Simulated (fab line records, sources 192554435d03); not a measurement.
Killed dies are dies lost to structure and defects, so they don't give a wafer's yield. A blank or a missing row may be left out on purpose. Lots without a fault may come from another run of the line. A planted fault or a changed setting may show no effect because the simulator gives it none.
fab line records | flow n5_finfet
record lots=4 wafers=12 last_day=19
route steps=1938 shown BEOL_M5@1129
lots that met no fault: from a run of the same line without faults
start_h: hours from the record's first day to the start of the lot's first wafer shown | wait_h: hours since the lot's step before | " the same as in the row above | L1.1+2: a row that stands for several wafers | - no value, or no start given | * or withheld: withheld | < > ~ a bound
route shown NAME@n: a module of which the file shows steps, and the number in the route of the first | usual: mean/standard deviation of fault-free wafers | same: alike in all rows | chamber/n: place in a boat | sites: the reading at each site | _std_site: their standard deviation | _edge_site: outer sites' mean less inner sites' | radius_mm: how far each site lies from the wafer's centre | mask NAME#n: copy n | behind: the tool/chamber that last shaped the wafer | hold: why the lot was held/for how many hours/how that ended | device: the transistor (n, p or np) that didn't switch | end of line: the same wafers' tests at the end of the route | a step without rows: its recipe alone | killed: dies lost to structure and defects at the first sort, not the wafer's yield | map: a wafer's dies, x killed, . not, _ none there
set.NAME: the setting as run; set.NAME@STEP: as run at that earlier step | model.NAME: the simulator's own value behind a step, which no gauge read
lots at some steps of the route; a table a step, a row a wafer
services: from which hour (start_h, from the record's first day; less than 0 if before it) a tool's chamber was out of use, for how many hours, and why
## steps
# step N5_BEOL_M5_DESCUM_16
# recipe chemistry=O2 time_s=7 source_power_w=50 bias_power_w=20 pressure_mtorr=20 rf_frequency_hz=2.712e+07 temp_c=40 resist=CAR-EUV o2_flow_sccm=225
# step N5_BEOL_M5_ETCH_72
# recipe chemistry=N2/H2 target=underlayer target_depth_a=65 mask_material=CAR-EUV time_s=5.2 ion_energy_ev=200 pressure_mtorr=30 source_w=840 bias_w=150 n2_flow_sccm=200 h2_flow_sccm=200 ends=cleared
# step N5_BEOL_M5_ETCH_61
# recipe chemistry=CF4 target=SiARC target_depth_a=156 mask_material=CAR-EUV time_s=26 ion_energy_ev=80 pressure_mtorr=40 source_w=545 bias_w=36 Ar_flow_sccm=100 cf4_flow_sccm=100 ends=cleared
# step N5_BEOL_M5_ETCH_62
# recipe chemistry=N2/H2 target=SOC target_depth_a=750 overetch_a=150 mask_material=SiARC temp_c=40 time_s=112.5 ion_energy_ev=200 pressure_mtorr=30 source_w=840 bias_w=150 n2_flow_sccm=200 h2_flow_sccm=200
# step N5_BEOL_M5_STRIP_63
# recipe chemistry=N2/H2 temp_c=40 n2_flow_sccm=200 h2_flow_sccm=200 rf_frequency_hz=6e+07
# step N5_BEOL_M5_STRIP_73
# recipe chemistry=N2/H2 temp_c=40 n2_flow_sccm=200 h2_flow_sccm=200 rf_frequency_hz=6e+07
# step N5_BEOL_M5_STRIP_64
# recipe chemistry=CF4 resist=SiARC power_w=300 bias_power_w=75 pressure_mtorr=50 cf4_flow_sccm=150 rf_frequency_hz=6e+07
# step N5_BEOL_M5_HM_OPEN_17
# recipe chemistry=Cl2/BCl3 target_depth_a=200 overetch_a=60 target=TiN mask_material=SOC ion_energy_ev=150 pressure_mtorr=10 icp_w=1000 bias_w=126 Cl2_flow_sccm=53.25 bcl3_flow_sccm=21.75 Ar_flow_sccm=25
# step N5_BEOL_M5_STRIP_19
# recipe chemistry=O2 power_w=400 temp_c=40 pressure_mtorr=30 rf_frequency_hz=6e+07 bias_power_w=0 overash_fraction=0.2 o2_flow_sccm=225
# step N5_BEOL_M5_COAT_65
# recipe resist=SOC temp_c=250 time_s=60 spin_rpm=1500 resist_thk_nm=60
# usual spin_speed_rpm=1500.1/0.96
# columns lot.wafer tool chamber start_h wait_h spin_speed_rpm model.SOC_of_BEOL_M5_COAT_65.thk_nm
L586.2 litho_track-04 0 231.48 1.6 1501.2 60
L586.4 " 0 " " 1500.6 59.8
L586.6 " 0 " " 1499.8 60
L594.3 litho_track-04 0 314.98 0.9 1288.2 65
L594.5 " 0 " " 1289.0 65
L594.6 " 0 " " 1287.3 65
L597.2 litho_track-04 0 340.16 2.3 1288.4 65
L597.4 " 0 " " 1287.6 65
L597.5 " 0 " " 1289.1 65
L601.1 litho_track-05 0 355.38 0.1 1500.1 59.8
L601.2 " 0 " " 1498.4 59.8
L601.3 " 0 " " 1499.7 59.8
# step N5_BEOL_M5_COAT_66
# recipe resist=SiARC temp_c=220 time_s=60 spin_rpm=1500 resist_thk_nm=12
# step N5_BEOL_M5_COAT_74
# recipe resist=underlayer temp_c=205 time_s=60 spin_rpm=1500 resist_thk_nm=5
# step N5_BEOL_M5_COAT_22
# recipe resist=CAR-EUV spin_rpm=1500 resist_thk_nm=30
# step N5_BEOL_M5_EBR_24
# recipe solvent=PGMEA ebr_width_mm=1.5
# step N5_BEOL_M5_SOFTBAKE_23
# recipe temp_c=110 time_s=60 resist=CAR-EUV
# step N5_BEOL_M5_EXPOSE_25
# recipe mask_id=V4 na=0.33 source_shape=quasar sigma_inner=0.2 sigma_outer=0.6 polarization=unpolarized defocus_nm=10 dose_mj=52.75
# step N5_BEOL_M5_PEB_26
# recipe peb_temp_c=100 peb_time_s=60 resist=CAR-EUV
# step N5_BEOL_M5_DEVELOP_27
# recipe develop_time_s=30 developer=TMAH resist=CAR-EUV rinse_liquid=surfactant_rinse dry=air_spin dev_temp_c=23
# step N5_BEOL_M5_DESCUM_33
# recipe chemistry=O2 time_s=7 source_power_w=50 bias_power_w=20 pressure_mtorr=20 rf_frequency_hz=2.712e+07 temp_c=40 resist=CAR-EUV o2_flow_sccm=225
# step N5_BEOL_M5_ETCH_75
# recipe chemistry=N2/H2 target=underlayer target_depth_a=65 mask_material=CAR-EUV time_s=5.2 ion_energy_ev=200 pressure_mtorr=30 source_w=840 bias_w=150 n2_flow_sccm=200 h2_flow_sccm=200 ends=cleared
# step N5_BEOL_M5_ETCH_67
# recipe chemistry=CF4 target=SiARC target_depth_a=156 mask_material=CAR-EUV time_s=26 ion_energy_ev=80 pressure_mtorr=40 source_w=545 bias_w=36 Ar_flow_sccm=100 cf4_flow_sccm=100 ends=cleared
# step N5_BEOL_M5_ETCH_68
# recipe chemistry=N2/H2 target=SOC target_depth_a=800 overetch_a=160 mask_material=SiARC temp_c=40 time_s=120 ion_energy_ev=200 pressure_mtorr=30 source_w=840 bias_w=150 n2_flow_sccm=200 h2_flow_sccm=200
# usual drypump_motor_current_A=5.6/0.45 oes_product_au=0.62/0.068 rf_vpp_V=523.9/2.7 showerhead_plenum_p_Torr=2.55/0.094 throttle_valve_pct=17.80/0.23
# columns lot.wafer tool chamber start_h wait_h drypump_motor_current_A oes_product_au rf_hours_counter_h rf_vpp_V showerhead_plenum_p_Torr throttle_valve_pct model.etch.depth_nm
L586.2 rie_diel-02 0 231.96 0.0 5.6 0.68 34 523.0 2.48 17.61 59.98
L586.4 " 2 " " 6.0 0.56 - 526.7 2.63 17.82 59.8
L586.6 " 3 " " 5.8 0.59 - 520.2 2.46 18.13 59.99
L594.3 rie_diel-02 3 315.45 0.0 5.8 0.60 134 521.2 2.45 18.19 64.98
L594.5 " 1 " " 6.3 0.68 - 524.0 2.58 17.67 64.95
L594.6 " 0 " " 5.6 0.69 - 521.9 2.47 17.67 65.01
L597.2 rie_diel-02 1 340.76 0.0 6.3 0.67 57 525.4 2.58 17.67 64.91
L597.4 " 2 " " 6.0 0.57 213 526.1 2.61 17.89 64.91
L597.5 " 3 " " 5.8 0.59 - 519.8 2.45 18.19 64.93
L601.1 rie_diel-02 1 355.99 0.0 6.4 0.64 61 525.5 2.57 17.67 59.82
L601.2 " 2 " " 6.0 0.54 217 524.8 2.61 17.90 59.89
L601.3 " 0 " " 5.6 0.64 73 521.3 2.46 17.68 59.74
# step N5_BEOL_M5_STRIP_69
# recipe chemistry=N2/H2 temp_c=40 n2_flow_sccm=200 h2_flow_sccm=200 rf_frequency_hz=6e+07
# step N5_BEOL_M5_STRIP_76
# recipe chemistry=N2/H2 temp_c=40 n2_flow_sccm=200 h2_flow_sccm=200 rf_frequency_hz=6e+07
# step N5_BEOL_M5_VIA_ETCH_34
# recipe chemistry=C4F6/O2 target=SiCOH_lowk target_depth_a=883 mask_material=SOC taper_deg=4 time_s=39.2 ion_energy_ev=250 pressure_mtorr=30 source_w=345 bias_w=185 Ar_flow_sccm=300 C4F6_flow_sccm=10 O2_flow_sccm=10
# usual drypump_motor_current_A=5.6/0.46 oes_product_au=0.81/0.092 rf_vpp_V=664/6.5 showerhead_plenum_p_Torr=2.86/0.096 throttle_valve_pct=20.90/0.21
# columns lot.wafer tool chamber start_h wait_h drypump_motor_current_A oes_product_au rf_hours_counter_h rf_vpp_V showerhead_plenum_p_Torr throttle_valve_pct model.SOC_of_BEOL_M5_COAT_65.thk_nm
L586.2 rie_diel-02 0 232.06 0.0 5.7 0.89 34 656 2.79 20.80 55.8
L586.4 " 2 " " 6.1 0.73 - 668 2.95 20.97 55.6
L586.6 " 3 " " 5.8 0.78 - 656 2.75 21.22 55.8
L594.3 rie_diel-02 3 315.55 0.0 5.8 0.74 134 656 2.74 21.28 60.8
L594.5 " 1 " " 6.3 0.85 - 662 2.90 20.74 60.8
L594.6 " 0 " " 5.7 0.85 - 658 2.78 20.85 60.8
L597.2 rie_diel-02 1 340.86 0.0 6.3 0.84 57 663 2.90 20.75 60.8
L597.4 " 2 " " 6.1 0.70 213 667 2.94 21.05 60.8
L597.5 " 3 " " 5.8 0.74 - 656 2.74 21.28 60.8
L601.1 rie_diel-02 1 356.09 0.0 6.4 0.84 61 662 2.90 20.77 55.8
L601.2 " 2 " " 6.0 0.70 217 666 2.94 21.04 55.8
L601.3 " 0 " " 5.7 0.85 73 658 2.78 20.85 55.6
# step N5_BEOL_M5_STRIP_85
# recipe chemistry=C4F6/O2 resist=SiARC rf_frequency_hz=6e+07
## services
# columns tool chamber start_h hours kind
rie_diel-02 2 214.00 6.4 repair
rie_diel-02 1 219.30 40.8 repair
## key
first_sign step=N5_BEOL_M5_COAT_65 reading=spin_speed_rpm direction=down sigmas=99+ usual=* struck=*
effect none on later readings
model_effect step=N5_BEOL_M5_COAT_65 value=SOC_of_BEOL_M5_COAT_65.thk_nm without=60.2 struck=65
model_effect step=N5_BEOL_M5_ETCH_68 value=etch.depth_nm without=60.2 struck=64.95
model_effect step=N5_BEOL_M5_VIA_ETCH_34 value=SOC_of_BEOL_M5_COAT_65.thk_nm without=56.1 struck=60.8
met_at N5_BEOL_M5_COAT_65
struck_wafers L594.3,L594.5,L594.6,L597.2,L597.4,L597.5
onset_between 231.48 314.98
fault kind=process_parameter_drift tool=litho_track-04 chamber=- onset_h=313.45 steps=N5_BEOL_M5_COAT_65 channel=spin_rpm offset=* shape=step end_h=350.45 acts_in=* stated=*
